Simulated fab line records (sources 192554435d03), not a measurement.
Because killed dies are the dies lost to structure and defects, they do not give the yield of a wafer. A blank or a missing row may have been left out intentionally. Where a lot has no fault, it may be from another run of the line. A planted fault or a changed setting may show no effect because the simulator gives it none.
Problem report, 8D (eight disciplines) form, completed by code    flow n5_finfet    the parts of the form that need people (team, actions taken, sign-off) are left out

== 1. WHAT WENT WRONG ==
Mean RS_PWELL at N5_BEOL_M4_RC_MEAS_101: 3252 ohm/sq over 9 wafers in 3 lots; fault-free wafers: 3016 ohm/sq, standard deviation 20. Relative to the usual mean, that is a shift of +12 standard deviations.
Seen first at day 11 23:48 on prober-02, wafer L923.2. At this step, 15 wafers from 5 lots have a number in the record. Rule for "out" (also "out of limits"): further than 4 standard deviations from the usual mean. All remaining wafers that have a number are taken as sound.

== 2. WHAT THIS IS AND IS NOT ==
question                     is                      is not
which readings at this step  RS_PWELL                DIBL_N, DIBL_P, IOFF_N, IOFF_P, ION_N, ION_P, SS_N, SS_P, VT_P
which lots                   L923, L924, L925        L917, L931
which wafers of those lots   all that have a number  -
read on which gauges         prober-01, prober-02    -
when                         from day 11 23:48       up to then (3 sound wafers); but 3 sound wafers of L931 came after

== 3. WHAT RULES OUT EACH SUSPECT ==
Counting: a tool at a process step up to the reading stays a suspect if it ran every lot that is out and no sound lot after the first of them.
- the gauge at N5_BEOL_M4_RC_MEAS_101 is ruled out. The wafers that are out were read on 2 gauges (prober-01, prober-02).
- implanter-02 at N5_WELL_APT_IMPLANT_31: kept. All lots that are out passed through it, beginning with L923 at day 5 09:28, and no sound lot followed; its final sound lot before that point was L917 at day 3 21:03. Its own dose_ions_cm2 readings are out on those wafers.
The count leaves implanter-02 at N5_WELL_APT_IMPLANT_31.

== 4. THE CAUSE (what the simulator had put in) ==
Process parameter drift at N5_WELL_APT_IMPLANT_31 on implanter-02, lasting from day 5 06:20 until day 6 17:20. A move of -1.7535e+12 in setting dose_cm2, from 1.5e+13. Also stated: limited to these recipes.
Only this tool survived the counting.

== 5. THE CHAIN OF EFFECTS, in route order ==
Rows list readings where the struck wafers' mean (over those with a number) sits beyond 3 standard deviations from the usual. Only readings whose record carries a usual standard deviation are examined. hours: median over the lots of the time between each lot's start at the first step of this table that gives one and its start at this step. sigmas: the change, counted in usual standard deviations.
hours  step                    reading             usual        on struck wafers  change       sigmas
0      N5_WELL_APT_IMPLANT_31  dose_ions_cm2       1.5001e+13   1.3246e+13        -1.7552e+12  -99 or more
0      N5_WELL_APT_IMPLANT_31  faraday_current_uA  190          169               -21          -5.1
158    N5_BEOL_M4_RC_MEAS_101  RS_PWELL            3016 ohm/sq  3252              +236         +12
The process steps in it:
- N5_WELL_APT_IMPLANT_31

== 6. HOW IT WOULD HAVE BEEN CAUGHT EARLIER ==
The first out-of-limits reading at a measuring or inspecting step in this record came at day 11 23:48, 161 hours after the fault's start at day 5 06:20.
The tool's own readings at N5_WELL_APT_IMPLANT_31 were out on every struck wafer that the step has a row for (dose_ions_cm2): an alarm limit on them would have fired on the first of those.
The start of N5_WELL_APT_IMPLANT_31 on implanter-02 came by day 11 23:48 for every one of the lots that are out (3). Tool hold at that time: it would have spared none of them.
